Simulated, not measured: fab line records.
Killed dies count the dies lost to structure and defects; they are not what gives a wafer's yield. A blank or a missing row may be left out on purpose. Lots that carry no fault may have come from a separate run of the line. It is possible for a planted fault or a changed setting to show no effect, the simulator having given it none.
fab line records -- flow nand_harc
[record] lots = 6, wafers = 18, last_day = 32
route steps=1302 shown A_STAIRCASE@829 END@1302
lots that met no fault: taken from a fault-free run of the same line
start_h: start of the lot's first displayed wafer, in hours after the record's first day -- wait_h: hours since the lot's step before -- " as in the row above -- L1.1+2: a row that stands for several wafers -- - value missing, or start not given -- * or withheld: withheld -- < > ~ a bound
route shown NAME@n: NAME is a module with steps in the file, n the number in the route of the first one -- usual: the fault-free wafers' mean and standard deviation -- same: alike in all rows -- chamber/n: place in a boat -- sites: the reading at each site -- _std_site: standard deviation of those values -- _edge_site: mean of outer sites minus mean of inner sites -- radius_mm: for every site, how far away it sits from the centre of the wafer -- mask NAME#n: copy n -- behind: the tool/chamber that last shaped the wafer -- hold: reason for holding the lot/hours on hold/outcome of the hold -- device: whichever transistor did not switch (one of n, p or np) -- end of line: tests of these same wafers at the route's end -- a step with no rows: only its recipe -- killed: at the first sort, the dies lost to defects and structure; wafer yield is something else -- map: per-die view of a wafer (x killed, . not killed, _ where there is no die)
set.NAME: the setting the step ran with; set.NAME@STEP: the setting that earlier step ran with -- model.NAME: the simulator's own value behind a step, which no gauge read
certain route steps with their lots: each step a table, each wafer a row
services: from which hour (start_h, from the record's first day; less than 0 if before it) a tool's chamber was out of use, for how many hours, and why
[[steps]]
[step NHARC_A_STAIRCASE_HARDBAKE_311]
[recipe] temp_c = 120, time_s = 140
[step NHARC_A_STAIRCASE_DESCUM_312]
[recipe] time_s = 3, o2_flow_sccm = 200, ar_flow_sccm = 0, bias_power_w = 0, chemistry = O2
[usual] drypump_motor_current_A = 5.6/0.35, oes_product_au = 0.997/0.0094, rf_vpp_V = 57.9/0.88, showerhead_plenum_p_Torr = 1.93/0.082, throttle_valve_pct = 11.311/0.0096
lot.wafer,tool,chamber,start_h,wait_h,drypump_motor_current_A,oes_product_au,rf_hours_counter_h,rf_vpp_V,showerhead_plenum_p_Torr,throttle_valve_pct
L361.4,rie_diel-06,3,390.81,-,5.3,1.005,20,57.5,1.91,11.310
L361.2,rie_diel-06,0,390.81,-,5.2,0.995,25,57.1,1.84,11.311
L361.3,rie_diel-06,1,390.81,-,5.6,0.997,27,57.4,1.77,11.324
L367.4,rie_diel-13,2,437.66,-,5.5,1.006,29,58.1,1.93,11.304
L367.1,rie_diel-13,0,437.66,-,5.3,0.994,31,57.9,1.95,11.327
L367.6,rie_diel-13,3,437.66,-,5.9,1.023,-,57.9,1.93,11.306
L366.4,rie_diel-06,1,439.51,-,5.6,0.996,39,58.3,1.77,11.314
L366.5,rie_diel-06,0,439.51,-,5.2,0.997,-,57.1,1.84,11.322
L366.6,rie_diel-06,1,439.51,-,5.6,0.997,-,57.0,1.77,11.309
L380.3,rie_diel-13,3,564.66,-,5.9,1.018,15,58.2,1.92,11.308
L380.4,rie_diel-13,0,564.66,-,5.2,1.000,13,57.3,1.94,11.311
L380.2,rie_diel-13,2,564.66,-,5.5,1.015,13,56.8,1.91,11.319
L381.4,rie_diel-06,0,579.44,-,5.3,0.998,32,57.3,1.82,11.316
L381.3,rie_diel-06,2,579.44,-,6.2,1.000,29,57.5,1.91,11.320
L381.6,rie_diel-06,1,579.44,-,5.6,0.984,-,59.4,2.07,11.305
L383.1,rie_diel-06,0,597.29,-,5.2,1.010,38,56.9,1.82,11.317
L383.6,rie_diel-06,2,597.29,-,6.3,0.983,-,56.3,1.91,11.304
L383.5,rie_diel-06,3,597.29,-,5.3,0.997,-,58.6,1.89,11.323
[step NHARC_A_STAIRCASE_ETCH_313]
[recipe] cf4_flow_sccm = 100, chf3_flow_sccm = 30, ar_flow_sccm = 0, rf_w = 500, bias_w = 200, chemistry = CF4/CHF3
[step NHARC_A_STAIRCASE_HM_OPEN_463]
[recipe] o2_flow_sccm = 400, cos_flow_sccm = 20, ar_flow_sccm = 0, rf_w = 500, bias_w = 300, chemistry = O2/COS
[usual] drypump_motor_current_A = 5.7/0.37, oes_product_au = 0.998/0.0097, rf_vpp_V = 467.9/2.8, showerhead_plenum_p_Torr = 3.16/0.12, throttle_valve_pct = 28.330/0.0093
lot.wafer,tool,chamber,start_h,wait_h,drypump_motor_current_A,oes_product_au,rf_hours_counter_h,rf_vpp_V,showerhead_plenum_p_Torr,throttle_valve_pct
L361.4,rie_diel-06,3,-,-,5.3,1.003,20,466.7,3.11,28.327
L361.2,rie_diel-06,0,-,-,5.2,0.984,25,464.9,3.01,28.338
L361.3,rie_diel-06,2,-,-,6.3,0.986,26,466.8,3.14,28.330
L367.4,rie_diel-13,0,-,-,5.3,0.993,31,468.9,3.18,28.321
L367.1,rie_diel-13,2,-,-,5.6,1.012,29,468.2,3.14,28.312
L367.6,rie_diel-13,0,-,-,5.3,0.989,-,467.7,3.18,28.329
L366.4,rie_diel-06,1,-,-,5.6,0.997,39,463.4,2.89,28.342
L366.5,rie_diel-06,2,-,-,6.3,0.988,-,467.4,3.13,28.332
L366.6,rie_diel-06,3,-,-,5.3,0.999,-,465.9,3.11,28.327
L380.3,rie_diel-13,0,-,-,5.3,0.992,13,467.8,3.16,28.313
L380.4,rie_diel-13,2,-,-,5.5,1.005,13,467.2,3.12,28.321
L380.2,rie_diel-13,3,-,-,5.9,1.022,15,467.3,3.13,28.351
L381.3,rie_diel-06,2,-,-,6.2,0.998,29,465.2,3.11,28.333
L381.4,rie_diel-06,3,-,-,5.3,0.991,30,466.8,3.09,28.329
L381.6,rie_diel-06,3,-,-,5.3,1.005,-,466.1,3.09,28.318
L383.1,rie_diel-06,1,-,-,5.6,0.992,36,472.9,3.35,28.312
L383.6,rie_diel-06,1,-,-,5.6,0.981,-,473.3,3.35,28.331
L383.5,rie_diel-06,2,-,-,6.3,0.999,-,465.6,3.11,28.326
[step NHARC_A_STAIRCASE_STRIP_464]
[recipe] o2_flow_sccm = 400, cos_flow_sccm = 20, ar_flow_sccm = 0, bias_w = 0, chemistry = O2/COS
[step NHARC_A_STAIRCASE_ETCH_453]
[recipe] target_depth_a = 300, overetch_a = 30, time_s = 16.5, ion_energy_ev = 100, cf4_flow_sccm = 80, o2_flow_sccm = 20, ar_flow_sccm = 0, rf_w = 300, bias_w = 100, chemistry = CF4/O2
[usual] drypump_motor_current_A = 5.6/0.36, oes_ar_750_au = 1.000/0.0045, oes_product_au = 0.998/0.0095, rf_vpp_V = 198.2/1.5, showerhead_plenum_p_Torr = 1.35/0.058, throttle_valve_pct = 13.398/0.0098
lot.wafer,tool,chamber,start_h,wait_h,drypump_motor_current_A,oes_ar_750_au,oes_product_au,rf_hours_counter_h,rf_vpp_V,showerhead_plenum_p_Torr,throttle_valve_pct
L361.3,rie_diel-06,2,-,-,6.2,0.995,0.986,26,197.7,1.34,13.414
L361.4,rie_diel-06,3,-,-,5.3,0.999,1.004,20,197.6,1.33,13.394
L361.2,rie_diel-06,0,-,-,5.3,0.998,0.998,25,197.1,1.28,13.382
L367.4,rie_diel-13,3,-,-,5.9,0.999,1.006,32,197.9,1.35,13.415
L367.1,rie_diel-13,0,-,-,5.3,1.000,0.994,31,198.9,1.36,13.416
L367.6,rie_diel-13,2,-,-,5.5,1.001,1.007,-,197.9,1.34,13.403
L366.4,rie_diel-06,1,-,-,5.6,0.999,0.994,39,194.1,1.23,13.406
L366.6,rie_diel-06,1,-,-,5.6,1.008,0.993,-,196.2,1.23,13.390
L366.5,rie_diel-06,2,-,-,6.2,1.001,0.985,-,198.5,1.34,13.409
L380.3,rie_diel-13,0,-,-,5.3,1.010,0.992,14,198.1,1.35,13.409
L380.4,rie_diel-13,1,-,-,5.9,1.000,0.993,12,199.8,1.41,13.395
L380.2,rie_diel-13,3,-,-,5.9,0.998,1.015,15,197.5,1.34,13.391
L381.3,rie_diel-06,0,-,-,5.2,0.999,1.013,32,198.3,1.27,13.392
L381.4,rie_diel-06,3,-,-,5.3,1.000,0.993,30,198.2,1.32,13.402
L381.6,rie_diel-06,0,-,-,5.2,1.000,1.010,-,196.8,1.27,13.394
L383.1,rie_diel-06,0,-,-,5.3,0.995,1.001,38,196.4,1.27,13.405
L383.6,rie_diel-06,0,-,-,5.3,0.995,1.002,-,196.3,1.27,13.390
L383.5,rie_diel-06,1,-,-,5.6,0.996,0.984,-,200.2,1.44,13.406
[step NHARC_A_STAIRCASE_ETCH_315]
[recipe] target_depth_a = 25000, time_s = 607.1, ion_energy_ev = 800, c4f8_flow_sccm = 80, o2_flow_sccm = 60, ar_flow_sccm = withheld, rf_w = 600, bias_w = 3000, chemistry = C4F8/O2/Ar
[usual] oes_product_au = 0.929/0.01, rf_vpp_V = 1829/10
lot.wafer,tool,chamber,start_h,wait_h,oes_product_au,rf_hours_counter_h,rf_vpp_V
L361.4,rie_diel-06,2,-,-,0.908,26,1827
L361.3,rie_diel-06,3,-,-,0.935,20,1826
L361.2,rie_diel-06,0,-,-,0.920,26,1818
L367.4,rie_diel-13,0,-,-,0.925,31,1832
L367.1,rie_diel-13,1,-,-,0.933,28,1842
L367.6,rie_diel-13,0,-,-,0.919,-,1833
L366.4,rie_diel-06,3,-,-,0.924,34,1826
L366.6,rie_diel-06,3,-,-,0.928,-,1826
L366.5,rie_diel-06,0,-,-,0.931,-,1816
L380.4,rie_diel-13,1,-,-,0.914,12,1840
L380.3,rie_diel-13,2,-,-,0.921,13,1826
L380.2,rie_diel-13,3,-,-,0.937,15,1827
L381.4,rie_diel-06,3,-,-,0.923,30,1825
L381.3,rie_diel-06,2,-,-,0.934,29,1826
L381.6,rie_diel-06,3,-,-,0.927,-,1824
L383.1,rie_diel-06,3,-,-,0.927,36,1824
L383.6,rie_diel-06,3,-,-,0.935,-,1823
L383.5,rie_diel-06,0,-,-,0.937,-,1816
[step NHARC_A_STAIRCASE_STRIP_316]
[recipe] o2_flow_sccm = 500, ar_flow_sccm = 0, bias_w = 0, chemistry = O2
[step NHARC_A_STAIRCASE_STRIP_317]
[recipe] time_s = 900, temp_c = 130, chemistry = SPM
[step NHARC_A_STAIRCASE_PRECLEAN_318]
[recipe] time_s = *, temp_c = 50, bath_age_min = 0, chemistry = SC1
[step NHARC_A_STAIRCASE_SRD_329]
[step NHARC_A_STAIRCASE_ALD_415]
[recipe] target_thk_a = 300, pulse_time_s = 6, ald_cycles = 300, temp_c = 300, material = SiO2
[usual] ald_cycles = 300/0, heater_power_w = 488/35, precursor_pulse_height_rel = 0.999/0.018
lot.wafer,tool,chamber,start_h,wait_h,ald_cycles,heater_power_w,precursor_pulse_height_rel
L361.4,ald_hk-04,1,392.70,0.1,300,456,0.988
L361.3,ald_hk-04,3,392.70,0.1,300,516,0.982
L361.2,ald_hk-04,0,392.70,0.1,300,529,0.996
L367.1,ald_hk-02,1,442.47,3.0,300,514,0.987
L367.4,ald_hk-02,0,442.47,3.0,377,513,1.000
L367.6,ald_hk-02,1,442.47,3.0,300,510,0.991
L366.4,ald_hk-02,0,444.52,3.2,377,510,0.992
L366.6,ald_hk-02,1,444.52,3.2,300,497,0.994
L366.5,ald_hk-02,2,444.52,3.2,300,475,1.004
L380.2,ald_hk-02,1,566.63,0.1,300,488,1.027
L380.3,ald_hk-02,2,566.63,0.1,300,465,1.008
L380.4,ald_hk-02,3,566.63,0.1,300,425,1.000
L381.3,ald_hk-04,2,581.30,0.1,300,523,0.988
L381.4,ald_hk-04,0,581.30,0.1,300,523,1.018
L381.6,ald_hk-04,2,581.30,0.1,300,524,1.008
L383.1,ald_hk-02,3,599.13,0.1,300,420,1.039
L383.5,ald_hk-02,3,599.13,0.1,300,413,0.993
L383.6,ald_hk-02,0,599.13,0.1,300,506,1.005
[step NHARC_A_STAIRCASE_ETCHBACK_416]
[recipe] target_depth_a = 360, time_s = 7.2, c4f8_flow_sccm = withheld, o2_flow_sccm = 8, ar_flow_sccm = withheld, rf_w = 600, bias_w = 800, chemistry = C4F8/O2/Ar
[usual] oes_product_au = 0.938/0.03, rf_vpp_V = 725/3.6
lot.wafer,tool,chamber,start_h,wait_h,oes_product_au,rf_hours_counter_h,rf_vpp_V
L361.3,rie_diel-13,3,-,-,0.936,15,724
L361.2,rie_diel-13,0,-,-,0.921,15,725
L361.4,rie_diel-13,2,-,-,0.934,15,722
L367.1,rie_diel-13,2,-,-,0.928,33,724
L367.4,rie_diel-13,3,-,-,0.933,36,725
L367.6,rie_diel-13,0,-,-,0.914,-,725
L366.4,rie_diel-06,3,-,-,0.919,36,723
L366.5,rie_diel-06,2,-,-,0.908,-,724
L366.6,rie_diel-06,3,-,-,0.929,-,723
L380.2,rie_diel-13,0,-,-,0.916,15,724
L380.4,rie_diel-13,1,-,-,0.924,13,728
L380.3,rie_diel-13,2,-,-,0.921,14,724
L381.4,rie_diel-06,1,-,-,0.927,32,730
L381.3,rie_diel-06,2,-,-,0.922,29,722
L381.6,rie_diel-06,0,-,-,0.943,-,717
L383.1,rie_diel-06,0,-,-,0.933,39,718
L383.5,rie_diel-06,0,-,-,0.934,-,719
L383.6,rie_diel-06,1,-,-,0.910,-,731
[step NHARC_END_SORT_01]
[recipe] temp_c = 25
[usual] killed_at_array = 55/19, killed_at_other = 0.8/1.1, killed_at_periphery = 4.0/2.6, killed_dies = 60/20, killed_open = 3.4/1.7, killed_short = 2.6/1.5
[same] gross_dies = 677
lot.wafer,tool,chamber,start_h,wait_h,hold,killed_at_array,killed_at_other,killed_at_periphery,killed_dies,killed_open,killed_short
L361.2,prober-01,0,571.99,2.8,-,21,0,3,24,1,4
L361.3,prober-01,0,572.78,3.1,-,31,1,3,35,7,2
L361.4,prober-01,0,573.58,3.4,-,17,0,2,19,3,0
L366.4,prober-02,0,620.58,3.4,await_dispo/1.1h/release,672,0,4,676,4,2
L366.5,prober-02,0,621.38,3.7,await_dispo/1.1h/release,75,1,4,80,6,5
L366.6,prober-02,0,622.17,4.0,await_dispo/1.1h/release,70,0,4,74,6,3
L367.1,prober-01,0,622.35,2.5,await_dispo/1.4h/release,38,0,1,39,2,1
L367.4,prober-01,0,624.75,3.4,await_dispo/1.4h/release,669,1,7,677,3,3
L367.6,prober-01,0,626.35,4.0,await_dispo/1.4h/release,51,1,0,52,1,5
L380.2,prober-01,0,752.01,2.8,-,65,3,6,74,4,1
L380.3,prober-01,0,752.80,3.1,-,47,1,2,50,4,4
L380.4,prober-01,0,753.59,3.4,-,57,1,0,58,1,4
L383.1,prober-02,0,773.16,2.5,-,65,1,1,67,2,2
L383.5,prober-02,0,776.33,3.7,-,59,0,2,61,5,4
L383.6,prober-02,0,777.12,4.0,-,76,1,3,80,5,2
// killed by level:class
L361.2 A_CHANNEL_HOLE_D2:chamber_film_flake=5 A_STAIRCASE:chamber_film_flake=3 A_CONTACT:unspecified=3 A_WL_FILL:geometric_particle:short=2 A_CHANNEL_FILL_D2:chamber_film_flake=2 A_WL_FILL:chamber_film_flake=2 A_CONTACT:chamber_film_flake=2 P_GATE:geometric_particle:short=1
L361.3 A_CHANNEL_HOLE_D2:chamber_film_flake=6 A_CHANNEL_HOLE_D1:chamber_film_flake=4 A_WL_FILL:chamber_film_flake=3 A_CONTACT:chamber_film_flake=3 A_CHANNEL_FILL_D1:geometric_particle:open=2 A_M0:geometric_particle:open=2 A_ZERO_WELL:chamber_film_flake=2 A_CONTACT:unspecified=2
L361.4 A_CHANNEL_HOLE_D2:chamber_film_flake=4 A_STAIRCASE:chamber_film_flake=3 A_CHANNEL_FILL_D2:chamber_film_flake=2 A_CONTACT:unspecified=2 A_CONTACT:chamber_film_flake=2 A_CHANNEL_FILL_D1:geometric_particle:open=1 A_DECK1_JOINT:geometric_particle:open=1 A_SGD_CUT:geometric_particle:open=1
L366.4 A_STAIRCASE:area_ald=605 A_SLIT:chamber_film_flake=25 A_CHANNEL_HOLE_D1:chamber_film_flake=24 A_CONTACT:chamber_film_flake=6 A_CHANNEL_HOLE_D2:chamber_film_flake=5 A_M0:geometric_particle:open=2 P_ZERO_WELL:chamber_film_flake=2 A_CHANNEL_FILL_D1:geometric_particle:open=1
L366.5 A_CHANNEL_HOLE_D1:chamber_film_flake=32 A_SLIT:chamber_film_flake=28 A_CHANNEL_HOLE_D2:chamber_film_flake=5 A_DECK1_JOINT:geometric_particle:short=2 A_CONTACT:chamber_film_flake=2 P_GATE:geometric_particle:open=1 P_CONTACT:geometric_particle:open=1 P_M0:geometric_particle:open=1
L366.6 A_CHANNEL_HOLE_D1:chamber_film_flake=29 A_SLIT:chamber_film_flake=17 A_CHANNEL_HOLE_D2:chamber_film_flake=8 A_CONTACT:chamber_film_flake=6 A_M0:geometric_particle:open=2 P_ZERO_WELL:chamber_film_flake=2 P_M0:geometric_particle:open=1 A_CHANNEL_HOLE_D1:geometric_particle:open=1
L367.1 A_CHANNEL_HOLE_D2:chamber_film_flake=30 A_CONTACT:chamber_film_flake=3 P_M0:geometric_particle:open=1 A_WL_FILL:geometric_particle:open=1 A_M1:geometric_particle:short=1 A_ZERO_WELL:chamber_film_flake=1 A_CHANNEL_HOLE_D1:chamber_film_flake=1 A_SLIT:chamber_film_flake=1
L367.4 A_STAIRCASE:area_ald=622 A_CHANNEL_HOLE_D2:chamber_film_flake=32 P_ZERO_WELL:chamber_film_flake=4 A_ZERO_WELL:chamber_film_flake=3 A_CHANNEL_HOLE_D1:chamber_film_flake=3 A_STAIRCASE:chamber_film_flake=2 P_GATE:geometric_particle:open=1 P_M0:geometric_particle:open=1
L367.6 A_CHANNEL_HOLE_D2:chamber_film_flake=32 A_CHANNEL_HOLE_D1:chamber_film_flake=6 A_CONTACT:chamber_film_flake=3 A_WL_FILL:chamber_film_flake=2 A_ONON_D1:geometric_particle:open=1 A_ONON_D1:geometric_particle:short=1 A_CHANNEL_FILL_D1:geometric_particle:short=1 A_CHANNEL_FILL_D2:geometric_particle:short=1
L380.2 A_SLIT:chamber_film_flake=18 A_CHANNEL_HOLE_D1:chamber_film_flake=15 A_CHANNEL_HOLE_D2:chamber_film_flake=12 A_CONTACT:chamber_film_flake=6 A_SGD_CUT:chamber_film_flake=6 A_STAIRCASE:chamber_film_flake=4 THIN_TSV:chamber_film_flake=3 P_GATE:chamber_film_flake=2
L380.3 A_SLIT:chamber_film_flake=18 A_CHANNEL_HOLE_D1:chamber_film_flake=6 A_CHANNEL_HOLE_D2:chamber_film_flake=6 A_CONTACT:chamber_film_flake=5 A_CHANNEL_FILL_D2:geometric_particle:open=2 P_CONTACT:chamber_film_flake=2 A_STAIRCASE:chamber_film_flake=2 A_SGD_CUT:chamber_film_flake=2
L380.4 A_SLIT:chamber_film_flake=20 A_CHANNEL_HOLE_D2:chamber_film_flake=14 A_CHANNEL_HOLE_D1:chamber_film_flake=5 A_CONTACT:chamber_film_flake=5 A_SGD_CUT:chamber_film_flake=4 A_STAIRCASE:chamber_film_flake=3 A_CHANNEL_FILL_D2:geometric_particle:short=2 A_ONON_D1:geometric_particle:short=1
L383.1 A_CHANNEL_HOLE_D2:chamber_film_flake=24 A_CONTACT:chamber_film_flake=12 A_CHANNEL_HOLE_D1:chamber_film_flake=9 A_SLIT:chamber_film_flake=8 A_STAIRCASE:chamber_film_flake=5 A_WL_FILL:chamber_film_flake=4 A_ONON_D1:geometric_particle:short=2 A_DECK1_JOINT:geometric_particle:open=1
L383.5 A_CHANNEL_HOLE_D2:chamber_film_flake=18 A_CONTACT:chamber_film_flake=12 A_CHANNEL_HOLE_D1:chamber_film_flake=9 A_SLIT:chamber_film_flake=6 A_STAIRCASE:chamber_film_flake=4 P_M0:geometric_particle:open=1 A_ONON_D1:geometric_particle:short=1 A_DECK1_JOINT:geometric_particle:short=1
L383.6 A_CHANNEL_HOLE_D2:chamber_film_flake=28 A_CHANNEL_HOLE_D1:chamber_film_flake=14 A_CONTACT:chamber_film_flake=12 A_SLIT:chamber_film_flake=10 A_STAIRCASE:chamber_film_flake=6 P_M0:geometric_particle:open=2 A_ONON_D2:geometric_particle:open=1 A_CHANNEL_FILL_D2:geometric_particle:short=1
// map L366.4 (x killed, . not)
____________x____________
_________xxxxxxx_________
_______xxxxxxxxxxx_______
______xxxxxxxxxxxxx______
_____xxxxxxxxxxxxxxx_____
____xxxxxxxxxxxxxxxxx____
____xxxxxxxxxxxxxxxxx____
___xxxxxxxxxxxxxxxxxxx___
___xxxxxxxxxxxxxxxxxxx___
__xxxxxxxxxxxxxxxxxxxxx__
__xxxxxxxxxxxxxxxxxxxxx__
_xxxxxxxxxxxxxxxxxxxxxxx_
_xxxxxxxxxxxxxxxxxxxxxxx_
_xxxxxxxxxxxxxxxxxxxxxxx_
_xxxxxxxxxxxxxxxxxxxxxxx_
_xxxxxxxxxxxxxxxxxxxxxxx_
xxxxxxxxxxxxxxxxxxxxxxxxx
xxxxxxxxxxxxxxxxxxxxxxxxx
xxxxxxxxxxxxxxxxxxxxxxxxx
xxxxxxxxxxxxxxxxxxxxxxxxx
xxxxxxxxxxxxxxxxxxxxxxxxx
_xxxxxxxxxxxxxxxxxxxxxxx_
_xxxxxxxxxxxxxxxxxxxxxxx_
_xxxxxxxxxxxxxxxxxxxxxxx_
_xxxxxxxxxxxxxxxxxxxxxxx_
_xxxxxxxxxxxxxxxxxxx.xxx_
__xxxxxxxxxxxxxxxxxxxxx__
__xxxxxxxxxxxxxxxxxxxxx__
___xxxxxxxxxxxxxxxxxxx___
___xxxxxxxxxxxxxxxxxxx___
____xxxxxxxxxxxxxxxxx____
____xxxxxxxxxxxxxxxxx____
_____xxxxxxxxxxxxxxx_____
______xxxxxxxxxxxxx______
_______xxxxxxxxxxx_______
_________xxxxxxx_________
____________x____________
// map L367.4 (x killed, . not)
____________x____________
_________xxxxxxx_________
_______xxxxxxxxxxx_______
______xxxxxxxxxxxxx______
_____xxxxxxxxxxxxxxx_____
____xxxxxxxxxxxxxxxxx____
____xxxxxxxxxxxxxxxxx____
___xxxxxxxxxxxxxxxxxxx___
___xxxxxxxxxxxxxxxxxxx___
__xxxxxxxxxxxxxxxxxxxxx__
__xxxxxxxxxxxxxxxxxxxxx__
_xxxxxxxxxxxxxxxxxxxxxxx_
_xxxxxxxxxxxxxxxxxxxxxxx_
_xxxxxxxxxxxxxxxxxxxxxxx_
_xxxxxxxxxxxxxxxxxxxxxxx_
_xxxxxxxxxxxxxxxxxxxxxxx_
xxxxxxxxxxxxxxxxxxxxxxxxx
xxxxxxxxxxxxxxxxxxxxxxxxx
xxxxxxxxxxxxxxxxxxxxxxxxx
xxxxxxxxxxxxxxxxxxxxxxxxx
xxxxxxxxxxxxxxxxxxxxxxxxx
_xxxxxxxxxxxxxxxxxxxxxxx_
_xxxxxxxxxxxxxxxxxxxxxxx_
_xxxxxxxxxxxxxxxxxxxxxxx_
_xxxxxxxxxxxxxxxxxxxxxxx_
_xxxxxxxxxxxxxxxxxxxxxxx_
__xxxxxxxxxxxxxxxxxxxxx__
__xxxxxxxxxxxxxxxxxxxxx__
___xxxxxxxxxxxxxxxxxxx___
___xxxxxxxxxxxxxxxxxxx___
____xxxxxxxxxxxxxxxxx____
____xxxxxxxxxxxxxxxxx____
_____xxxxxxxxxxxxxxx_____
______xxxxxxxxxxxxx______
_______xxxxxxxxxxx_______
_________xxxxxxx_________
____________x____________
[[services]]
tool,chamber,start_h,hours,kind
rie_diel-06,1,370.89,3.9,repair
rie_diel-06,-,389.19,0.8,repair
rie_diel-06,2,401.85,4.8,repair
rie_diel-06,0,413.74,-,clean
rie_diel-06,1,413.74,-,clean
rie_diel-06,2,413.74,-,clean
rie_diel-06,3,413.74,-,clean
rie_diel-06,0,429.63,4.8,repair
rie_diel-06,0,438.24,-,clean
rie_diel-06,1,438.24,-,clean
rie_diel-06,2,438.24,-,clean
rie_diel-06,3,438.24,-,clean
ald_hk-02,-,460.87,2.7,repair
rie_diel-06,0,462.74,-,clean
rie_diel-06,1,462.74,-,clean
rie_diel-06,2,462.74,-,clean
rie_diel-06,3,462.74,-,clean
rie_diel-06,-,484.70,9.0,pm
rie_diel-06,0,484.70,9.0,vent_cycle
rie_diel-06,1,484.70,9.0,vent_cycle
rie_diel-13,-,519.00,9.0,pm
rie_diel-13,3,571.34,4.3,repair
rie_diel-13,0,583.55,8.3,repair
rie_diel-06,-,588.48,2.4,repair
[[key]]
[first_sign] step = NHARC_A_STAIRCASE_ALD_415, reading = ald_cycles, direction = up, sigmas = 99+, usual = 300, struck = 377
[effect] step = NHARC_END_SORT_01, reading = killed_at_array, direction = up, sigmas = 32, usual = 55, struck = 670
[more_kills_born_at] NHARC_A_STAIRCASE_ALD_415@ald_hk-02 = 1227
met_at NHARC_A_STAIRCASE_ALD_415
struck_wafers L366.4,L367.4
later_rows_left_out L366.4,L367.4
tester_left_out L366,L367
[fault] kind = process_parameter_drift, tool = ald_hk-02, chamber = 0, onset_h = 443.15, steps = NHARC_A_STAIRCASE_ALD_415, channel = ald_cycles, offset = 77, shape = step, end_h = 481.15, acts_in = these_recipes_only, stated = 300
// tester_left_out: of these lots the tester's yield and bins aren't shown, on N5 and GAA mostly nor the transistor test; their killed dies are dies lost to structure and defects alone, not to doping, threshold or leakage, so they don't give the yield
// later_rows_left_out: the simulator's readings of these wafers behind a module that went badly wrong aren't trusted and aren't shown, but for the sort
